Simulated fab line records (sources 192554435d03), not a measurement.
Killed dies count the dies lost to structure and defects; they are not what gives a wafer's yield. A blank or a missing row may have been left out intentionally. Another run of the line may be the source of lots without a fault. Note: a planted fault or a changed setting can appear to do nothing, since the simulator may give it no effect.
fab line records / flow n5Finfet
record lots=4 wafers=12 lastDay=16
route steps=1938 shown MOL_CONTACT_COAG@598 BEOL_M0_SAQP@632 PASSIVATION@1936
lots that met no fault: from a run of the same line without faults
startH: hours from the record's opening day to when the first of the lot's shown wafers began / waitH: how many hours have passed since the lot's step before this one / " the same as in the row above / L1.1+2: one row covering several wafers at once / - value missing, or start not given / * or withheld: withheld / < > ~ a bound
route shown NAME@n: NAME is a module with steps in the file, n the number in the route of the first one / usual: the fault-free wafers' mean and standard deviation / same: alike in all rows / chamber/n: place in a boat / sites: each site's reading / _std_site: standard deviation across them / _edge_site: inner sites' mean taken away from outer sites' mean / radiusMm: for every site, how far away it sits from the centre of the wafer / mask NAME#n: copy n / behind: the tool/chamber that last shaped the wafer / hold: the reason the lot was held/the length of the hold in hours/how it ended / device: the transistor (n, p or np) that didn't switch / end of line: the route-end tests of the same wafers / a step with no rows: only its recipe / killed: count of dies lost to structure and defects at first sort (not the wafer's yield) / map: a wafer's dies, marking killed ones x, the rest . and places with no die _
set.NAME: the setting that was run; set.NAME@STEP: the one run at that earlier step / model.NAME: the simulator's own value behind a step, which no gauge read
lots seen at some steps along the route; tables by step, rows by wafer
services: a tool's chamber out of use, with start hour (startH, from the record's first day; less than 0 if before it), hours out, and reason
## steps
# step N5_MOL_CONTACT_COAG_SOFTBAKE_35
# recipe tempC=110 timeS=60 resist=CAR-EUV
# step N5_MOL_CONTACT_COAG_EXPOSE_37
# recipe maskId=VD na=0.33 sourceShape=annular sigmaInner=0.3 sigmaOuter=0.7 polarization=unpolarized defocusNm=0 doseMj=62
# step N5_MOL_CONTACT_COAG_PEB_38
# recipe pebTempC=100 pebTimeS=60 resist=CAR-EUV
# step N5_MOL_CONTACT_COAG_DEVELOP_39
# recipe developTimeS=30 developer=TMAH resist=CAR-EUV rinseLiquid=surfactantRinse dry=airSpin devTempC=23
# step N5_MOL_CONTACT_COAG_DESCUM_45
# recipe chemistry=O2 timeS=7 sourcePowerW=50 biasPowerW=20 pressureMtorr=20 rfFrequencyHz=2.712e+07 tempC=40 resist=CAR-EUV o2FlowSccm=225
# step N5_MOL_CONTACT_COAG_ETCH_65
# recipe chemistry=N2/H2 target=underlayer targetDepthA=130 maskMaterial=CAR-EUV timeS=10.4 ionEnergyEv=200 pressureMtorr=30 sourceW=840 biasW=150 n2FlowSccm=200 h2FlowSccm=200 ends=cleared
# step N5_MOL_CONTACT_COAG_ETCH_66
# recipe chemistry=CF4 target=SiARC targetDepthA=130 maskMaterial=CAR-EUV timeS=21.7 ionEnergyEv=80 pressureMtorr=40 sourceW=545 biasW=36 Ar_flow_sccm=100 cf4FlowSccm=100 ends=cleared
# step N5_MOL_CONTACT_COAG_ALD_133
# recipe material=SiO2 targetThkA=50 tempC=100 aldPrecursorFamily=BDEAS aldCoReactant=O2-plasma pulseTimeS=1 coReactantPulseTimeS=1 purgeTimeS=2 coReactantPurgeTimeS=2 aldCycles=35 pressureTorr=2
# step N5_MOL_CONTACT_COAG_ETCHBACK_134
# recipe chemistry=CHF3 target=SiO2 targetDepthA=100 timeS=6.7 ionEnergyEv=200 pressureMtorr=30 sourceW=610 biasW=170 Ar_flow_sccm=200 CHF3_flow_sccm=50
# step N5_MOL_CONTACT_COAG_ETCH_67
# recipe chemistry=N2/H2 target=SOC targetDepthA=600 overetchA=210 maskMaterial=SiARC tempC=40 timeS=101.2 ionEnergyEv=200 pressureMtorr=30 sourceW=840 biasW=150 n2FlowSccm=200 h2FlowSccm=200
# usual drypumpMotorCurrentA=6.0/0.44 oesProductAu=0.62/0.058 rfFwdPowerW=834.3/2.9 rfVppV=523.4/2.5 showerheadPlenumPTorr=2.53/0.075 throttleValvePct=17.79/0.26
lot.wafer=L556.3 tool=rieDiel-03 chamber=0 startH=117.84 waitH=0.0 drypumpMotorCurrentA=5.4 oesProductAu=0.62 rfFwdPowerW=830.3 rfHoursCounterH=166 rfVppV=523.9 showerheadPlenumPTorr=2.52 throttleValvePct=17.78
lot.wafer=L556.5 tool=rieDiel-03 chamber=3 startH=117.84 waitH=0.0 drypumpMotorCurrentA=5.5 oesProductAu=0.79 rfFwdPowerW=835.6 rfHoursCounterH=- rfVppV=521.2 showerheadPlenumPTorr=2.51 throttleValvePct=17.74
lot.wafer=L556.6 tool=rieDiel-03 chamber=1 startH=117.84 waitH=0.0 drypumpMotorCurrentA=6.6 oesProductAu=0.74 rfFwdPowerW=832.2 rfHoursCounterH=- rfVppV=521.8 showerheadPlenumPTorr=2.49 throttleValvePct=17.50
lot.wafer=L566.3 tool=rieDiel-03 chamber=2 startH=174.34 waitH=0.0 drypumpMotorCurrentA=6.0 oesProductAu=0.60 rfFwdPowerW=835.8 rfHoursCounterH=220 rfVppV=525.9 showerheadPlenumPTorr=2.62 throttleValvePct=18.42
lot.wafer=L566.5 tool=rieDiel-03 chamber=2 startH=174.34 waitH=0.0 drypumpMotorCurrentA=6.0 oesProductAu=0.60 rfFwdPowerW=840.0 rfHoursCounterH=- rfVppV=526.9 showerheadPlenumPTorr=2.62 throttleValvePct=18.42
lot.wafer=L566.6 tool=rieDiel-03 chamber=1 startH=174.34 waitH=0.0 drypumpMotorCurrentA=6.6 oesProductAu=0.72 rfFwdPowerW=837.2 rfHoursCounterH=- rfVppV=521.3 showerheadPlenumPTorr=2.49 throttleValvePct=17.51
lot.wafer=L567.2 tool=rieDiel-03 chamber=1 startH=180.37 waitH=0.0 drypumpMotorCurrentA=6.5 oesProductAu=0.71 rfFwdPowerW=829.5 rfHoursCounterH=59 rfVppV=522.1 showerheadPlenumPTorr=2.48 throttleValvePct=17.53
lot.wafer=L567.3 tool=rieDiel-03 chamber=3 startH=180.37 waitH=0.0 drypumpMotorCurrentA=5.5 oesProductAu=0.73 rfFwdPowerW=839.4 rfHoursCounterH=42 rfVppV=523.4 showerheadPlenumPTorr=2.50 throttleValvePct=17.80
lot.wafer=L567.4 tool=rieDiel-03 chamber=2 startH=180.37 waitH=0.0 drypumpMotorCurrentA=6.0 oesProductAu=0.60 rfFwdPowerW=834.3 rfHoursCounterH=223 rfVppV=526.8 showerheadPlenumPTorr=2.62 throttleValvePct=18.42
lot.wafer=L570.1 tool=rieDiel-04 chamber=2 startH=197.80 waitH=0.0 drypumpMotorCurrentA=6.3 oesProductAu=0.59 rfFwdPowerW=827.3 rfHoursCounterH=223 rfVppV=522.7 showerheadPlenumPTorr=2.52 throttleValvePct=18.17
lot.wafer=L570.2 tool=rieDiel-04 chamber=3 startH=197.80 waitH=0.0 drypumpMotorCurrentA=6.1 oesProductAu=0.66 rfFwdPowerW=832.1 rfHoursCounterH=128 rfVppV=520.8 showerheadPlenumPTorr=2.45 throttleValvePct=17.64
lot.wafer=L570.4 tool=rieDiel-04 chamber=1 startH=197.80 waitH=0.0 drypumpMotorCurrentA=6.1 oesProductAu=0.57 rfFwdPowerW=835.2 rfHoursCounterH=- rfVppV=524.9 showerheadPlenumPTorr=2.61 throttleValvePct=17.65
# step N5_MOL_CONTACT_COAG_STRIP_68
# recipe chemistry=N2/H2 tempC=40 n2FlowSccm=200 h2FlowSccm=200 rfFrequencyHz=6e+07
# step N5_MOL_CONTACT_COAG_STRIP_69
# recipe chemistry=N2/H2 tempC=40 n2FlowSccm=200 h2FlowSccm=200 rfFrequencyHz=6e+07
# step N5_MOL_CONTACT_COAG_ETCHBACK_136
# recipe chemistry=CHF3 target=SiO2 targetDepthA=250 timeS=16.7 ionEnergyEv=200 pressureMtorr=30 sourceW=610 biasW=170 Ar_flow_sccm=200 CHF3_flow_sccm=50
# step N5_MOL_CONTACT_COAG_STRIP_120
# recipe chemistry=CHF3 resist=SiARC rfFrequencyHz=6e+07
# step N5_MOL_CONTACT_COAG_VIA_ETCH_117
# recipe chemistry=C4F6/O2 targetDepthA=400 overetchA=80 maskMaterial=SOC target=SiO2 biasW=455 pressureMtorr=10 timeS=26 sourceW=325 Ar_flow_sccm=300 C4F6_flow_sccm=10 O2_flow_sccm=10 ionEnergyEv=575.3 ends=endPoint
# step N5_MOL_CONTACT_COAG_ETCH_124
# recipe chemistry=CH3F/O2 target=SiNx targetDepthA=65 maskMaterial=SOC stopOn=SiOC overEtchFrac=0.3 ionEnergyEv=120 pressureMtorr=30 sourceW=395 biasW=73 Ar_flow_sccm=150 CH3F_flow_sccm=30 O2_flow_sccm=20 ends=endPoint
# step N5_MOL_CONTACT_COAG_ETCH_48
# recipe chemistry=C4F6/O2 targetDepthA=150 overetchA=45 maskMaterial=SOC target=SiOC biasW=465 pressureMtorr=10 timeS=17 sourceW=335 Ar_flow_sccm=300 C4F6_flow_sccm=10 O2_flow_sccm=10 ionEnergyEv=576
# step N5_MOL_CONTACT_COAG_STRIP_72
# recipe chemistry=N2/H2 powerW=450 tempC=40 pressureMtorr=20 rfFrequencyHz=6e+07 overashFraction=3 biasPowerW=7 h2Frac=0.5 n2FlowSccm=200 h2FlowSccm=200
# step N5_MOL_CONTACT_COAG_STRIP_49
# recipe chemistry=N2/H2 timeS=30 powerW=1000 tempC=250 pressureMtorr=withheld n2FlowSccm=1750 h2FlowSccm=3250
# step N5_MOL_CONTACT_COAG_PRECLEAN_138
# recipe chemistry=alkalineClean tempC=60 timeS=60 doPpb=50
# step N5_MOL_CONTACT_COAG_SRD_139
# recipe dry=ipaMarangoni timeS=30 tempC=23 rinseLiquid=diw
# step N5_MOL_CONTACT_COAG_PRE_CLEAN_121
# recipe gas=H2/He timeS=* tempC=withheld
# step N5_MOL_CONTACT_COAG_CVD_140
# recipe material=W targetThkA=665 mode=selectiveFill tempC=300 timeS=215
# step N5_MOL_CONTACT_COAG_PRECLEAN_127
# recipe chemistry=DIW timeS=57.5 tempC=23
# step N5_MOL_CONTACT_COAG_SRD_128
# recipe dryTimeS=32 dry=n2Spin spinRpm=1500
# step N5_MOL_CONTACT_COAG_CMP_52
# recipe stopOn=SiO2 tOverpolishS=1.5 postCmpClean=wDiluteNh4oh downForcePsi=4 platenRpm=50.289 padVelocityMS=1.0006 targetThkNm=66.5
# step N5_MOL_CONTACT_COAG_ANNEAL_112
# recipe tempC=400 timeS=1800 ambient=HPD2 pressureAtm=10
# step N5_BEOL_M0_SAQP_PECVD_00
# recipe material=SiCN targetThkA=80 tempC=withheld precursor=3MS/NH3 pressureTorr=3 rfW=202 timeS=14
# step N5_BEOL_M0_SAQP_ILD_DEP_01
# recipe material=SiOC targetThkA=454.19 tempC=350 precursor=DEMS/O2 pressureTorr=5 rfW=500 timeS=8.7
# step N5_BEOL_M0_SAQP_HM_DEP_02
# recipe material=TiN targetThkA=120 tempC=25 chamberPressurePa=0.49996
# step N5_BEOL_M0_SAQP_PECVD_03
# recipe material=SiCN targetThkA=120 tempC=withheld precursor=3MS/NH3 pressureTorr=3 rfW=202 timeS=21.1
# step N5_BEOL_M0_SAQP_PECVD_96
# recipe material=a-Si targetThkA=450 tempC=350 precursor=SiH4/He pressureTorr=3 rfW=100 timeS=45.2
# step N5_BEOL_M0_SAQP_PECVD_97
# recipe material=SiNx targetThkA=230 tempC=350 precursor=SiH4/NH3/N2 pressureTorr=1.5 rfW=300 timeS=19.9
# step N5_BEOL_M0_SAQP_PECVD_04
# recipe material=a-Si targetThkA=600 tempC=350 precursor=SiH4/He pressureTorr=3 rfW=100 timeS=60.2
# step N5_PASSIVATION_PROBE_49
# usual killed_at_M0_to_M3=34/11 killed_at_M4_up=14/5.7 killedAtContacts=14/6.9 killedAtFrontEnd=40/11 killedAtOther=4/3.1 killedDies=105/17 killedOnRim=14/4.1 killedOpen=70/13 killedShort=34/7.6
# same grossDies=1180 killedAtBackSide=0
lot.wafer=L556.3 tool=prober-01 chamber=- startH=270.61 waitH=0.1 killed_at_M0_to_M3=38 killed_at_M4_up=12 killedAtContacts=7 killedAtFrontEnd=38 killedAtOther=4 killedDies=99 killedOnRim=13 killedOpen=56 killedShort=42
lot.wafer=L556.5 tool=prober-01 chamber=- startH=270.71 waitH=0.2 killed_at_M0_to_M3=26 killed_at_M4_up=17 killedAtContacts=0 killedAtFrontEnd=48 killedAtOther=5 killedDies=96 killedOnRim=13 killedOpen=62 killedShort=31
lot.wafer=L556.6 tool=prober-01 chamber=- startH=270.76 waitH=0.3 killed_at_M0_to_M3=27 killed_at_M4_up=15 killedAtContacts=15 killedAtFrontEnd=35 killedAtOther=4 killedDies=96 killedOnRim=8 killedOpen=62 killedShort=34
lot.wafer=L567.2 tool=prober-01 chamber=- startH=348.45 waitH=0.3 killed_at_M0_to_M3=23 killed_at_M4_up=14 killedAtContacts=136 killedAtFrontEnd=35 killedAtOther=1 killedDies=209 killedOnRim=27 killedOpen=55 killedShort=26
lot.wafer=L567.3 tool=prober-01 chamber=- startH=348.50 waitH=0.3 killed_at_M0_to_M3=29 killed_at_M4_up=12 killedAtContacts=129 killedAtFrontEnd=52 killedAtOther=3 killedDies=225 killedOnRim=8 killedOpen=71 killedShort=32
lot.wafer=L567.4 tool=prober-01 chamber=- startH=348.55 waitH=0.4 killed_at_M0_to_M3=33 killed_at_M4_up=10 killedAtContacts=116 killedAtFrontEnd=28 killedAtOther=0 killedDies=187 killedOnRim=28 killedOpen=63 killedShort=24
lot.wafer=L566.3 tool=prober-01 chamber=- startH=362.21 waitH=0.1 killed_at_M0_to_M3=35 killed_at_M4_up=11 killedAtContacts=114 killedAtFrontEnd=31 killedAtOther=0 killedDies=191 killedOnRim=33 killedOpen=60 killedShort=29
lot.wafer=L566.5 tool=prober-01 chamber=- startH=362.31 waitH=0.2 killed_at_M0_to_M3=60 killed_at_M4_up=8 killedAtContacts=106 killedAtFrontEnd=49 killedAtOther=1 killedDies=224 killedOnRim=38 killedOpen=81 killedShort=46
lot.wafer=L566.6 tool=prober-01 chamber=- startH=362.36 waitH=0.3 killed_at_M0_to_M3=22 killed_at_M4_up=16 killedAtContacts=139 killedAtFrontEnd=31 killedAtOther=4 killedDies=212 killedOnRim=20 killedOpen=54 killedShort=29
lot.wafer=L570.1 tool=prober-01 chamber=- startH=374.76 waitH=0.0 killed_at_M0_to_M3=37 killed_at_M4_up=17 killedAtContacts=19 killedAtFrontEnd=37 killedAtOther=1 killedDies=111 killedOnRim=16 killedOpen=78 killedShort=32
lot.wafer=L570.2 tool=prober-01 chamber=- startH=374.81 waitH=0.1 killed_at_M0_to_M3=44 killed_at_M4_up=16 killedAtContacts=11 killedAtFrontEnd=51 killedAtOther=0 killedDies=122 killedOnRim=9 killedOpen=86 killedShort=36
lot.wafer=L570.4 tool=prober-01 chamber=- startH=374.91 waitH=0.2 killed_at_M0_to_M3=39 killed_at_M4_up=19 killedAtContacts=11 killedAtFrontEnd=31 killedAtOther=3 killedDies=103 killedOnRim=13 killedOpen=66 killedShort=36
# killed by level:class
L556.3 BEOL_M0_SAQP:geometricParticle:short=12 DUMMY_GATE:geometricParticle:open=7 BEOL_M3:geometricParticle:open=7 BEOL_M1:geometricParticle:open=6 MOL_CONTACT_COAG:geometricParticle:open=5 STI_FIN_REVEAL:geometricParticle:open=4 BEOL_M0_SAQP:geometricParticle:open=4 GATE_CUT:geometricParticle:short=4
L556.5 DUMMY_GATE:geometricParticle:open=10 FIN_SAQP:geometricParticle:open=8 GATE_CUT:geometricParticle:short=6 FIN_SAQP:geometricParticle:short=5 BEOL_M0_SAQP:geometricParticle:open=5 BEOL_M0_SAQP:geometricParticle:short=5 BEOL_M2:geometricParticle:open=5 BEOL_M5:geometricParticle:open=5
L556.6 MOL_CONTACT_COAG:geometricParticle:open=14 STI_FIN_REVEAL:geometricParticle:open=10 BEOL_M1:geometricParticle:open=10 BEOL_M0_SAQP:geometricParticle:open=5 BEOL_M4:geometricParticle:open=4 BEOL_M4:geometricParticle:short=4 STARTING-WAFER:geometricParticle:short=4 STI_FIN_REVEAL:geometricParticle:short=3
L567.2 MOL_CONTACT_COAG:unspecified=128 STI_FIN_REVEAL:geometricParticle:open=11 BEOL_M0_SAQP:geometricParticle:short=8 MOL_CONTACT_COAG:geometricParticle:open=7 BEOL_M4:geometricParticle:open=5 FIN_SAQP:geometricParticle:short=4 FIN_CUT:geometricParticle:open=3 BEOL_M0:geometricParticle:open=3
L567.3 MOL_CONTACT_COAG:unspecified=122 STI_FIN_REVEAL:geometricParticle:open=23 BEOL_M0_SAQP:geometricParticle:short=9 MOL_CONTACT_COAG:geometricParticle:open=6 STI_FIN_REVEAL:geometricParticle:short=5 BEOL_M0_SAQP:geometricParticle:open=5 BEOL_M2:geometricParticle:open=5 FIN_SAQP:geometricParticle:open=4
L567.4 MOL_CONTACT_COAG:unspecified=99 MOL_CONTACT_COAG:geometricParticle:open=12 STI_FIN_REVEAL:geometricParticle:open=8 BEOL_M0_SAQP:geometricParticle:open=8 BEOL_M0_SAQP:geometricParticle:short=6 STARTING-WAFER:geometricParticle:short=6 BEOL_M2:geometricParticle:open=5 MOL_CONTACT_COAG:geometricParticle:short=5
L566.3 MOL_CONTACT_COAG:unspecified=100 MOL_CONTACT_COAG:geometricParticle:open=13 BEOL_M3:geometricParticle:open=10 BEOL_M1:geometricParticle:open=6 BEOL_M4:geometricParticle:open=5 BEOL_M0_SAQP:geometricParticle:open=5 FIN_SAQP:geometricParticle:short=4 BEOL_M0_SAQP:geometricParticle:short=4
L566.5 MOL_CONTACT_COAG:unspecified=95 BEOL_M0_SAQP:geometricParticle:short=16 FIN_SAQP:geometricParticle:short=11 STI_FIN_REVEAL:geometricParticle:open=11 BEOL_M1:geometricParticle:open=11 BEOL_M3:geometricParticle:open=10 FIN_SAQP:geometricParticle:open=9 MOL_CONTACT_COAG:geometricParticle:open=9
L566.6 MOL_CONTACT_COAG:unspecified=126 MOL_CONTACT_COAG:geometricParticle:open=10 BEOL_M4:geometricParticle:open=9 FIN_SAQP:geometricParticle:short=7 BEOL_M3:geometricParticle:open=7 STI_FIN_REVEAL:geometricParticle:open=6 GATE_CUT:geometricParticle:short=6 FIN_SAQP:geometricParticle:open=4
L570.1 MOL_CONTACT_COAG:geometricParticle:open=16 BEOL_M3:geometricParticle:open=11 BEOL_M4:geometricParticle:open=10 ILD0:geometricParticle:short=7 BEOL_M0_SAQP:geometricParticle:open=7 STI_FIN_REVEAL:geometricParticle:open=5 FIN_SAQP:geometricParticle:short=4 DUMMY_GATE:geometricParticle:open=4
L570.2 BEOL_M3:geometricParticle:open=10 ILD0:geometricParticle:open=9 MOL_CONTACT_COAG:geometricParticle:open=9 BEOL_M1:geometricParticle:open=9 BEOL_M2:geometricParticle:open=8 FIN_SAQP:geometricParticle:short=6 ILD0:geometricParticle:short=6 BEOL_M0_SAQP:geometricParticle:open=6
L570.4 BEOL_M4:geometricParticle:open=12 BEOL_M3:geometricParticle:open=11 MOL_CONTACT_COAG:geometricParticle:open=9 FIN_SAQP:geometricParticle:open=8 FIN_SAQP:geometricParticle:short=7 BEOL_M0_SAQP:geometricParticle:short=6 BEOL_M0_SAQP:geometricParticle:open=5 BEOL_M1:geometricParticle:open=5
# map L566.5 (x killed, . not)
_________________........x.x.________________
______________.............x...._____________
___________xx....x.....x...x.......__________
__________.............x............_________
________..........x.......x........x.._______
_______.........................x...x..______
______......x.x.xx...xx....x..........x._____
_____.........x.........x..x....x........____
____..............x...x.x.x...............___
___x.....................x....x......x.....__
___.x............................x.x...x...__
__x..............x.........................._
__.......xx.....x..xx.x.x......x............_
_xx.......x..x...............x.x...........x.
_.....x..................x......x.....x......
_...x...........x........x...............x...
_...................x.......x..x..xx..x..x...
_....................x........x.x...........x
_...........x..xxxx........x.................
_.....xx..x..xx..........x.........x........x
_.x...xxxxx....x..............xx.............
__.xx.xxxxxxx..............xx............x.._
__xxxxxxxxxxxx.x......x.........x..........._
___xxxxxxxxxxx.x...x...........x.........xx__
___xxxxxxxxxxxx....x................x......__
____xxxxxxxxxxx..x..x...........xx........___
_____xxxxxxxxxxx.....x..xxx..x...........____
______xxxxxxxx.x..............x....xx.xx_____
_______xxxxxxxx.....x.......x..........______
________xxxx.xxx......................_______
__________.x.....................x.._________
___________.x...x....x.............__________
______________.................._____________
_________________...x.x....x.________________
# map L567.3 (x killed, . not)
_________________...x........________________
______________.................._____________
___________......x.................__________
__________...........x....x........._________
________.......x.....x.x.............._______
_______..............xx................______
______...........x...x.x................_____
_____....................x..x.....x......____
____.................x....xx....x.......x.___
___................x.....x.x...x...........__
___......x.x........x...............x.....x__
__..........x...x...x.x..........x..x...x..._
__.........................x..........x....._
_....x.............x....x....x...............
_.............x........x.xx........x....x....
_.x.....................x....................
_.................x...........x...x...x..x...
_...............x.x..........x......x........
_..........x...x......x...x.x......x.........
_..................x..xxxxxxxx...............
_..........x.x.....x.xxxxxxxxx.x......x......
__...x.......xx....xxxxxxxxxxxxxx..........._
__.......x......x.xxxxxxxxxxxxxxxx...x......_
___.....x.xx.....xxxxxxxxxxxxxx......xx....__
___x.....x.....x...xxxxxxxxxxxxxx..........__
____......x........xxxxxxxxxxx.xx........x___
_____x...x....xxx..xxxxxxxxxxx.x.......x.____
______..............xxxxxxxxxx..x..x..x._____
_______........x......xx.xx..xx........______
________...x...x.x..x..x........x....._______
__________...x....x........xx.x....._________
___________........................__________
______________............x....._____________
_________________............________________
## services
tool=rieDiel-03 chamber=- startH=95.44 hours=6.3 kind=repair
tool=rieDiel-04 chamber=1 startH=111.29 hours=4.4 kind=repair
tool=rieDiel-04 chamber=0 startH=137.60 hours=42.6 kind=repair
## key
firstSign step=N5_PASSIVATION_PROBE_49 reading=killedAtContacts direction=up sigmas=16 usual=14 struck=123
effect step=N5_PASSIVATION_PROBE_49 reading=killedDies direction=up sigmas=6.2 usual=105 struck=208
moreKillsBornAt N5_MOL_CONTACT_COAG_ETCH_67@rieDiel-03=670
metAt N5_MOL_CONTACT_COAG_ETCH_67
struckWafers L566.3,L566.5,L566.6,L567.2,L567.3,L567.4
testerLeftOut L566,L567
onsetBetween 117.84 174.34
fault kind=chamberParticleSource tool=rieDiel-03 chamber=- onsetH=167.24 steps=N5_MOL_CONTACT_COAG_ETCH_67 ratePerVisitCm2=0.97907 endH=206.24
# testerLeftOut: of these lots the tester's yield and bins aren't shown, on N5 and GAA mostly nor the transistor test; their killed dies are dies lost to structure and defects alone, not to doping, threshold or leakage, so they don't give the yield
